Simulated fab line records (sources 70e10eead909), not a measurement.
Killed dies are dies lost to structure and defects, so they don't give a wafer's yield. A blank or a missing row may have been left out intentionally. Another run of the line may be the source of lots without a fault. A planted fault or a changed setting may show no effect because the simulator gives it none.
2 desks looking at one fault ; flow nandHarc ; only its own numbers are on each desk; what lay behind them is given at the end

## METROLOGY DESK
What the gauges read, lot by lot, whatever tool the lot ran on: means of the sampled wafers that have a number. Any lot whose mean is over 4 standard deviations away from the usual mean is out of limits and marked OUT; that distance is given in the brackets.
Columns: A = cdNm at NHARC_P_BONDPAD_CD_MEAS_09, usual 500.0 nm; B = overlayXNm at NHARC_P_BONDPAD_OVL_MEAS_38, usual 0 nm; C = overlayYNm at NHARC_P_BONDPAD_OVL_MEAS_38, usual -1 nm
lot;first seen here;A;B;C
L506;day 6 13:50;501.1;1;6
L515;day 10 09:13;501.7;0;1
L521;day 12 14:58;498.9;1;9
L522;day 13 06:52;500.7;0;-5
L526;day 14 23:05;500.3;2;-4
This desk found nothing out of limits on any of the 5 lots.

## FOR THE TOOL OWNER'S DESK: rieDiel-01
The tool's own readings at NHARC_P_BONDPAD_ETCH_37 (etches the open film in N2/H2, target depth 60 nm, overetch 18 nm, time 65.91 s): means of the sampled wafers that have a number, for each lot that ran on this tool. Any lot whose mean is over 4 standard deviations away from the usual mean is out of limits and marked OUT; that distance is given in the brackets.
Columns: A = drypumpMotorCurrentA at NHARC_P_BONDPAD_ETCH_37, usual 5.4 A; B = oesProductAu at NHARC_P_BONDPAD_ETCH_37, usual 0.995 a.u.; C = rfVppV at NHARC_P_BONDPAD_ETCH_37, usual 429.8 V; D = showerheadPlenumPTorr at NHARC_P_BONDPAD_ETCH_37, usual 2.01 Torr; E = throttleValvePct at NHARC_P_BONDPAD_ETCH_37, usual 14.171 %
lot;first seen here;A;B;C;D;E
L506;day 6 14:08;5.3;0.990;428.3;1.97;14.176
L515;day 10 09:31;5.1;1.002;428.9;1.98;14.174
L522;day 13 07:10;5.6;0.882 (-13) OUT;431.5;2.04;14.169
This desk's finding: out of limits on L522; first on L522, day 13 07:10 (oesProductAu at NHARC_P_BONDPAD_ETCH_37). In limits: L506, L515.

## TAKEN TOGETHER
The tool owner's desk could have raised an alarm at day 13 07:10, on L522.
From the metrology desk's view, nothing was out of limits.
The metrology desk holds a record of L522, inside its limits.
All the named lots went through NHARC_P_BONDPAD_ETCH_37 on rieDiel-01.

## WHAT THE SIMULATOR HAD INSERTED
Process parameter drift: rieDiel-01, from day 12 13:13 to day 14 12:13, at NHARC_P_BONDPAD_ETCH_37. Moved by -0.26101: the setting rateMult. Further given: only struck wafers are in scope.
Lots struck among those shown: L522.
Each desk's first reading out of limits, in hours after the fault started: the tool owner's desk, 18.
